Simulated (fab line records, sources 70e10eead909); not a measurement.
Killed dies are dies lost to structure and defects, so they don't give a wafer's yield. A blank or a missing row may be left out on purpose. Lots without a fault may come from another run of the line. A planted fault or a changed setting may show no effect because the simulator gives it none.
Which tool did it? | flow nand_harc | 12 lots, 36 wafers sampled, at 5 steps of a route of 1302

WHAT THE GAUGES READ, wafer by wafer
NHARC_A_ONON_D2_THK_MEAS_27: measures by ellipsometry.
lot  | measured     | on            | thk_nm (nm)
L075 | day 13 10:02 | film_metro-01 | 992 992 993
L076 | day 13 16:54 | film_metro-01 | 1007 1007 1006
L079 | day 14 17:30 | film_metro-02 | 996 997 994
L082 | day 16 03:24 | film_metro-01 | 985 985 985
L083 | day 16 17:49 | film_metro-01 | 1002 1003 1003
L085 | day 17 20:40 | film_metro-01 | 975 974 976
L086 | day 18 06:50 | film_metro-01 | 1011 1012 1012
L089 | day 19 10:47 | film_metro-02 | 988 988 988
L091 | day 19 16:05 | film_metro-01 | 986 986 985
L093 | day 20 20:30 | film_metro-02 | 1008 1009 1007
L095 | day 22 01:45 | film_metro-01 | 1000 1001 1001
L097 | day 22 17:04 | film_metro-02 | 986 986 987

WHICH TOOL RAN EACH LOT (tool, then ch and the chambers of the sampled wafers, then the start)
lot  | NHARC_A_CHANNEL_HOLE_D1_ETCH_19  | NHARC_A_CHANNEL_HOLE_D1_ETCH_20  | NHARC_A_CHANNEL_HOLE_D1_ETCH_22  | NHARC_A_CHANNEL_HOLE_D1_XSEM_31
L075 | har_etch-02 ch 0,1, day 8 23:59  | har_etch-02 ch 0,1, day 9 00:05  | har_etch-02 ch 0,1, day 9 00:51  | xsem-02 ch 0, day 9 05:38
L076 | har_etch-01 ch 0,1, day 9 15:30  | har_etch-01 ch 0,1, day 9 15:37  | har_etch-01 ch 0,1, day 9 16:22  | xsem-02 ch 0, day 9 21:39
L079 | har_etch-02 ch 0,1, day 10 16:38 | har_etch-02 ch 0,1, day 10 16:47 | har_etch-02 ch 0,1, day 10 17:35 | xsem-02 ch 0, day 10 22:21
L082 | har_etch-02 ch 0, day 11 20:07   | har_etch-02 ch 0, day 11 20:24   | har_etch-02 ch 0, day 11 21:59   | xsem-01 ch 0, day 12 05:50
L083 | har_etch-01 ch 0,1, day 12 11:18 | har_etch-01 ch 0,1, day 12 11:25 | har_etch-01 ch 0,1, day 12 12:10 | xsem-01 ch 0, day 12 16:56
L085 | har_etch-01 ch 0,1, day 13 06:32 | har_etch-01 ch 0,1, day 13 06:38 | har_etch-01 ch 0,1, day 13 07:23 | xsem-01 ch 0, day 13 12:08
L086 | har_etch-01 ch 0,1, day 14 01:48 | har_etch-01 ch 0,1, day 14 01:55 | har_etch-01 ch 0,1, day 14 02:41 | xsem-02 ch 0, day 14 07:25
L089 | har_etch-01 ch 0,1, day 15 03:03 | har_etch-01 ch 0,1, day 15 03:14 | har_etch-01 ch 0,1, day 15 04:04 | xsem-02 ch 0, day 15 08:47
L091 | har_etch-02 ch 0,1, day 15 10:44 | har_etch-02 ch 0,1, day 15 10:52 | har_etch-02 ch 0,1, day 15 11:37 | xsem-02 ch 0, day 15 16:22
L093 | har_etch-01 ch 0,1, day 16 13:20 | har_etch-01 ch 0,1, day 16 13:29 | har_etch-01 ch 0,1, day 16 14:17 | xsem-02 ch 0, day 16 18:57
L095 | har_etch-01 ch 0,1, day 17 09:32 | har_etch-01 ch 0,1, day 17 09:45 | har_etch-01 ch 0,1, day 17 10:38 | xsem-02 ch 0, day 17 15:23
L097 | har_etch-02 ch 0,1, day 18 09:44 | har_etch-02 ch 0,1, day 18 09:53 | har_etch-02 ch 0,1, day 18 10:41 | xsem-02 ch 0, day 18 15:22
- NHARC_A_CHANNEL_HOLE_D1_ETCH_19: etches the open film in C4F8/O2/Ar, time 34.5 s.
- NHARC_A_CHANNEL_HOLE_D1_ETCH_20: etches the open film in C4F8/O2/Ar, time 361.9 s, target depth 1600 nm.
- NHARC_A_CHANNEL_HOLE_D1_ETCH_22: etches the open film in C4F8/O2/Ar, time 666.7 s, target depth 1600 nm.
- NHARC_A_CHANNEL_HOLE_D1_XSEM_31

THE ANSWER, worked out from the rows above alone
Rule: what is usual is taken from the lots themselves. Put in order of their means at a reading, lots are off if they are a third of the lots or fewer, leave a main group of 4 or more, and stand apart from it by a gap of 3 or more times the standard deviation of the main group's means; of several such gaps the widest counts. A main group whose means are all the same, to the digits that the tables above print for the reading, isn't used. A lot without any number at a reading at which 4 lots or more have one is off too. The other lots that the step has rows for count as sound.
No lot is off at any reading shown: from this, nothing can be told.

WHAT THE SIMULATOR HAD PUT IN
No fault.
